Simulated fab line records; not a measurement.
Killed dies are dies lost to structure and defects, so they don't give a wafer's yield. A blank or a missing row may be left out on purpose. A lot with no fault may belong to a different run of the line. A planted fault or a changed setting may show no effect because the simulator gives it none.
Split-lot trial | flow n5_finfet | on a route of 1938 steps: 7 lots, 39 wafers read

THE SPLIT
At N5_SD_EPI_N_ETCH_16 (etches SiO2 in CHF3/O2, target depth 5 nm), the setting target_depth_a was moved away from the recipe's 50 angstrom on 12 of the 39 wafers read, by -4.3% to +11.2%. For the rest of the wafers, this setting stayed at what the recipe calls for.

Reading taken at the split's own step.

THE READING
etch.depth_nm (the simulator's own value, which no gauge read), in nm, at N5_SD_EPI_N_ETCH_16 (etches SiO2 in CHF3/O2, target depth 5 nm). There is no usual value for it anywhere in the file. Here, 27 wafers ran the recipe; their average is 4.940 nm with a standard deviation of 0.095 nm.

wafer  | tool, chamber at the split | target_depth_a as run, angstrom | against the recipe | etch.depth_nm, nm | against lot-mates on the recipe
L082.1 | rie_diel-04, 0             | 50                              | recipe             | 4.835             | -
L082.2 | rie_diel-04, 1             | 55.58                           | +11.2%             | 5.505             | +0.575
L082.3 | rie_diel-04, 2             | 55.58                           | +11.2%             | 5.652             | +0.722
L082.4 | rie_diel-04, 3             | 50                              | recipe             | 4.981             | -
L082.5 | rie_diel-04, 1             | 50                              | recipe             | 4.973             | -
L082.6 | rie_diel-04, 0             | 55.58                           | +11.2%             | 5.363             | +0.433
L083.1 | rie_diel-05, 3             | 50                              | recipe             | 4.831             | -
L083.2 | rie_diel-05, 1             | 50                              | recipe             | 5.049             | -
L083.4 | rie_diel-05, 3             | 50                              | recipe             | 4.823             | -
L085.1 | rie_diel-04, 2             | 50                              | recipe             | 5.14              | -
L085.2 | rie_diel-04, 1             | 50                              | recipe             | 5.01              | -
L085.3 | rie_diel-04, 3             | 50                              | recipe             | 5.025             | -
L085.4 | rie_diel-04, 0             | 50                              | recipe             | 4.858             | -
L085.5 | rie_diel-04, 1             | 50                              | recipe             | 5.024             | -
L085.6 | rie_diel-04, 2             | 50                              | recipe             | 5.103             | -
L088.1 | rie_diel-06, 2             | 50                              | recipe             | 4.98              | -
L088.2 | rie_diel-06, 0             | 50                              | recipe             | 4.887             | -
L088.3 | rie_diel-06, 3             | 50                              | recipe             | 4.875             | -
L088.4 | rie_diel-06, 3             | 50                              | recipe             | 4.859             | -
L088.5 | rie_diel-06, 0             | 50                              | recipe             | 4.899             | -
L088.6 | rie_diel-06, 2             | 50                              | recipe             | 5.014             | -
L091.1 | rie_diel-05, 1             | 47.84                           | -4.3%              | 4.758             | -0.218
L091.2 | rie_diel-05, 3             | 50                              | recipe             | 4.881             | -
L091.3 | rie_diel-05, 0             | 50                              | recipe             | 5.127             | -
L091.4 | rie_diel-05, 2             | 50                              | recipe             | 4.921             | -
L091.5 | rie_diel-05, 2             | 47.84                           | -4.3%              | 4.629             | -0.347
L091.6 | rie_diel-05, 3             | 47.84                           | -4.3%              | 4.656             | -0.320
L095.1 | rie_diel-05, 0             | 53.37                           | +6.7%              | 5.42              | +0.552
L095.2 | rie_diel-05, 1             | 50                              | recipe             | 4.927             | -
L095.3 | rie_diel-05, 2             | 50                              | recipe             | 4.868             | -
L095.4 | rie_diel-05, 3             | 50                              | recipe             | 4.809             | -
L095.5 | rie_diel-05, 0             | 53.37                           | +6.7%              | 5.429             | +0.561
L095.6 | rie_diel-05, 1             | 53.37                           | +6.7%              | 5.252             | +0.384
L097.1 | rie_diel-04, 1             | 50                              | recipe             | 4.951             | -
L097.2 | rie_diel-04, 2             | 52                              | +4.0%              | 5.248             | +0.350
L097.3 | rie_diel-04, 3             | 50                              | recipe             | 4.932             | -
L097.4 | rie_diel-04, 0             | 52                              | +4.0%              | 4.974             | +0.076
L097.5 | rie_diel-04, 0             | 50                              | recipe             | 4.811             | -
L097.6 | rie_diel-04, 3             | 52                              | +4.0%              | 5.088             | +0.190

THE FIT
A straight line over all 39 wafers: etch.depth_nm changes by +0.0539 nm for each +1% of target_depth_a; r = +0.90; the points scatter about the line by 0.1 nm.
The same after taking each lot's own level away (the mean of its wafers on the recipe; 39 wafers): +0.0584 nm for each +1%; r = +0.92; scatter 0.095 nm.
That fit puts the effect of the largest move of target_depth_a on the reading at 0.65 nm.
The lots' own levels span 4.8680 to 5.0267 nm, that is 1.7 times the standard deviation above.
The two slopes are in agreement: the lot-to-lot level therefore moves the slope only a little.
Check: with one of the wafers moved furthest among these (+11.2%) left out of the fit, the line predicts +0.668 nm for it against its lot-mates. Against them it came out at +0.575 nm.

OTHER SPLITS APPLIED TO THESE WAFERS
These wafers also went through other splits before the reading. Each is held against what the fit with the lots' levels taken away leaves over:
other split on the same wafers    | wafers away from the commonest value | r with etch.depth_nm (lot level and that fit taken away)
N5_FIN_SAQP_SPACER2_ALD_28 temp_c | 15                                   | -0.30
N5_DUMMY_GATE_ETCH_32 time_s      | 15                                   | -0.12

FILE'S OWN FIT
etch.depth_nm changes by +0.0581 nm for each +1% of target_depth_a, r = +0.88.
